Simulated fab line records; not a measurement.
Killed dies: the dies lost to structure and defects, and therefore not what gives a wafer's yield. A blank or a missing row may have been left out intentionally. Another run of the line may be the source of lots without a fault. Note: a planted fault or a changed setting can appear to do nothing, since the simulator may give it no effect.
Which tool is to blame? + flow nandHarc + 21 wafers sampled from 7 lots at 1 step of a route of 1302

WHAT EACH GAUGE READ, for each wafer
NHARC_A_SLIT_CD_MEAS_09: target cd 300 nm.
| lot  | measured     | on       | cdNm (nm)         |
|------|--------------|----------|-------------------|
| L293 | day 21 09:33 | cdSem-03 | 300.6 299.9 300.3 |
| L296 | day 21 18:23 | cdSem-01 | 300.6 299.7 300.0 |
| L300 | day 23 22:58 | cdSem-01 | 300.1 299.7 299.7 |
| L304 | day 25 18:43 | cdSem-03 | 299.9 300.1 300.0 |
| L307 | day 27 04:09 | cdSem-01 | 299.3 299.9 299.9 |
| L310 | day 28 01:10 | cdSem-02 | 299.8 299.4 299.7 |
| L313 | day 29 10:10 | cdSem-03 | 299.8 300.2 300.0 |

WHICH TOOL RAN EACH LOT (tool, then ch and the chambers of the sampled wafers, then the start)
Before these readings, the record contains no process step.

THE ANSWER, worked out from the rows above alone
Rule: what is usual is taken from the lots themselves. Put in order of their means at a reading, lots are off if they are a third of the lots or fewer, leave a main group of 4 or more, and stand apart from it by a gap of 3 or more times the standard deviation of the main group's means; of several such gaps the widest counts. A main group is skipped when, at the precision printed for the reading in the tables above, its means are all equal. A lot without any number at a reading at which 4 lots or more have one is off too. The other lots that the step has rows for count as sound.
No lot is off at any reading shown: from this, nothing can be told.

WHAT THE SIMULATOR HAD PUT IN
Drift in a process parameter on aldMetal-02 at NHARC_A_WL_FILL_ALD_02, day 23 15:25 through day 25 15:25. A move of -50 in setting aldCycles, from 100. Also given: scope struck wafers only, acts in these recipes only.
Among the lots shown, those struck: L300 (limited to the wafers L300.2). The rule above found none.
